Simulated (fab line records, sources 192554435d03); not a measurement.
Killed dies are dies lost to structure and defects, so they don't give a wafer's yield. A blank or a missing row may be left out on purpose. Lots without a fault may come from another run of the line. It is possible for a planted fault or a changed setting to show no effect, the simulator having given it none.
Matching of chambers / flow n5Finfet / rieDiel-01 running N5_BEOL_M4_ETCH_77: 4 sister chambers
The step etches underlayer in N2/H2, target depth 6.5 nm, time 5.2 s. 4 wafers are shown with their chamber, then 11 later ones without.

WAFERS WITH THEIR CHAMBER
wafer=L081.6; chamber=1; drypumpMotorCurrentA (A)=4.7
wafer=L088.1; chamber=0; drypumpMotorCurrentA (A)=4.9
wafer=L088.6; chamber=2; drypumpMotorCurrentA (A)=6.3
wafer=L093.3; chamber=3; drypumpMotorCurrentA (A)=4.9

WAFERS WITH NO CHAMBER GIVEN
wafer=L093.5; drypumpMotorCurrentA (A)=4.7
wafer=L093.6; drypumpMotorCurrentA (A)=4.9
wafer=L092.2; drypumpMotorCurrentA (A)=4.8
wafer=L092.3; drypumpMotorCurrentA (A)=6.3
wafer=L092.5; drypumpMotorCurrentA (A)=6.3
wafer=L095.3; drypumpMotorCurrentA (A)=6.3
wafer=L095.4; drypumpMotorCurrentA (A)=4.7
wafer=L095.5; drypumpMotorCurrentA (A)=4.9
wafer=L096.3; drypumpMotorCurrentA (A)=4.9
wafer=L096.5; drypumpMotorCurrentA (A)=4.9
wafer=L096.6; drypumpMotorCurrentA (A)=4.7

THE CHAMBER EACH PASSED THROUGH
wafer=L093.5; from the rows above=1; in truth=1
wafer=L093.6; from the rows above=can't be placed: 0 or 3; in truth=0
wafer=L092.2; from the rows above=can't be placed: 1 or 0 or 3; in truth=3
wafer=L092.3; from the rows above=2; in truth=2
wafer=L092.5; from the rows above=2; in truth=2
wafer=L095.3; from the rows above=2; in truth=2
wafer=L095.4; from the rows above=1; in truth=1
wafer=L095.5; from the rows above=can't be placed: 0 or 3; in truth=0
wafer=L096.3; from the rows above=can't be placed: 0 or 3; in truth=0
wafer=L096.5; from the rows above=can't be placed: 0 or 3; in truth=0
wafer=L096.6; from the rows above=1; in truth=1
6 of 11 placed correctly. From these rows, 5 cannot be placed; in 5 the true chamber is one of the candidates. 0 placed wrongly.
How it was worked out, from the rows above alone: a wafer's distance from a chamber is the root of the sum, over the readings, of the square of ((its reading less the chamber's mean) divided by the reading's scatter). If the next closest chamber is less than 2 further off than the closest, the wafer can't be placed; otherwise it belongs to the closest. The mean given for a chamber averages the wafers shown for that chamber. The scatter: root of mean squared gap, hidden wafer to nearest shown wafer, with one shown wafer a chamber.
